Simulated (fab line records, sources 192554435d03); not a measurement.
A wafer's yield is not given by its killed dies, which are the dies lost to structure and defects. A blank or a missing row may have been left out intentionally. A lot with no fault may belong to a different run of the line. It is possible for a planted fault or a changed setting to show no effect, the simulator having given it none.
Split-lot study | flow n5Finfet | route with 1938 steps; 7 lots, 21 wafers read

## ABOUT THE SPLIT
At N5_BEOL_M3_ETCH_64 (etches SOC in N2/H2, target depth 75 nm, overetch 15 nm, time 112.5 s), the setting timeS was moved away from the recipe's 112.5 s on 4 of the 21 wafers read, by -16.4% to +18.5%. The other wafers ran this setting at the recipe's value.

The reading is taken at the split's own step.

## THE READING
SiARC_of_BEOL_M3_COAT_62.thkNm (the simulator's own value, which no gauge read), in nm, at N5_BEOL_M3_ETCH_64 (etches SOC in N2/H2, target depth 75 nm, overetch 15 nm, time 112.5 s). There is no usual value for it anywhere in the file. The 17 wafers here that ran the recipe average 6.9 nm, standard deviation 0.14 nm.

wafer  | tool, chamber at the split | timeS as run, s | against the recipe | SiARC_of_BEOL_M3_COAT_62.thkNm, nm | against lot-mates on the recipe
L076.3 | rieDiel-04, 2              | 102.3           | -9.1%              | 7.6                                | +0.7
L076.5 | rieDiel-04, 3              | 112.5           | recipe             | 6.8                                | -
L076.6 | rieDiel-04, 0              | 112.5           | recipe             | 7                                  | -
L078.1 | rieDiel-06, 1              | 95.26           | -15.3%             | 7.6                                | +0.7
L078.3 | rieDiel-06, 1              | 112.5           | recipe             | 7                                  | -
L078.6 | rieDiel-06, 1              | 112.5           | recipe             | 6.8                                | -
L079.2 | rieDiel-02, 2              | 112.5           | recipe             | 7                                  | -
L079.5 | rieDiel-02, 2              | 112.5           | recipe             | 7                                  | -
L079.6 | rieDiel-02, 3              | 112.5           | recipe             | 6.6                                | -
L080.1 | rieDiel-04, 0              | 112.5           | recipe             | 7                                  | -
L080.3 | rieDiel-04, 2              | 112.5           | recipe             | 7                                  | -
L080.4 | rieDiel-04, 3              | 112.5           | recipe             | 6.8                                | -
L083.3 | rieDiel-06, 0              | 112.5           | recipe             | 6.8                                | -
L083.4 | rieDiel-06, 2              | 112.5           | recipe             | 7.2                                | -
L083.6 | rieDiel-06, 0              | 112.5           | recipe             | 6.8                                | -
L085.3 | rieDiel-04, 2              | 94.09           | -16.4%             | 7.8                                | +0.9
L085.5 | rieDiel-04, 3              | 112.5           | recipe             | 6.8                                | -
L085.6 | rieDiel-04, 0              | 112.5           | recipe             | 7                                  | -
L087.2 | rieDiel-06, 3              | 133.3           | +18.5%             | 5.8                                | -1.0
L087.4 | rieDiel-06, 3              | 112.5           | recipe             | 6.8                                | -
L087.5 | rieDiel-06, 3              | 112.5           | recipe             | 6.8                                | -

FIT RESULTS
A straight line over all 21 wafers: SiARC_of_BEOL_M3_COAT_62.thkNm changes by -0.0564 nm for each +1% of timeS; r = -0.94; the points scatter about the line by 0.14 nm.
The same after taking each lot's own level away (the mean of its wafers on the recipe; 21 wafers): -0.0542 nm for each +1%; r = -0.94; scatter 0.14 nm.
That fit puts the effect of the largest move of timeS on the reading at 1 nm.
Across the lots, their own levels run from 6.80 to 6.93 nm, a range of 1.0 times the standard deviation given above.
The two slopes agree, so the slope changes little with the lot-to-lot level.
Check: with one of the wafers moved furthest among these (+18.5%) left out of the fit, the line predicts -0.994 nm for it against its lot-mates. Against them it came out at -1 nm.

## ADDITIONAL SPLITS CARRIED BY THESE WAFERS
Note: prior to the reading, these wafers also went through further splits. Each is held against what the fit with the lots' levels taken away leaves over:
other split on the same wafers | wafers away from the commonest value | r with SiARC_of_BEOL_M3_COAT_62.thkNm (lot level and that fit taken away)
N5_BEOL_M2_COAT_62 spinRpm     | 8                                    | -0.07
N5_BEOL_M3_EXPOSE_08 doseMj    | 5                                    | +0.22

## FILE'S OWN FIT
SiARC_of_BEOL_M3_COAT_62.thkNm changes by -0.0543 nm for each +1% of timeS, r = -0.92.
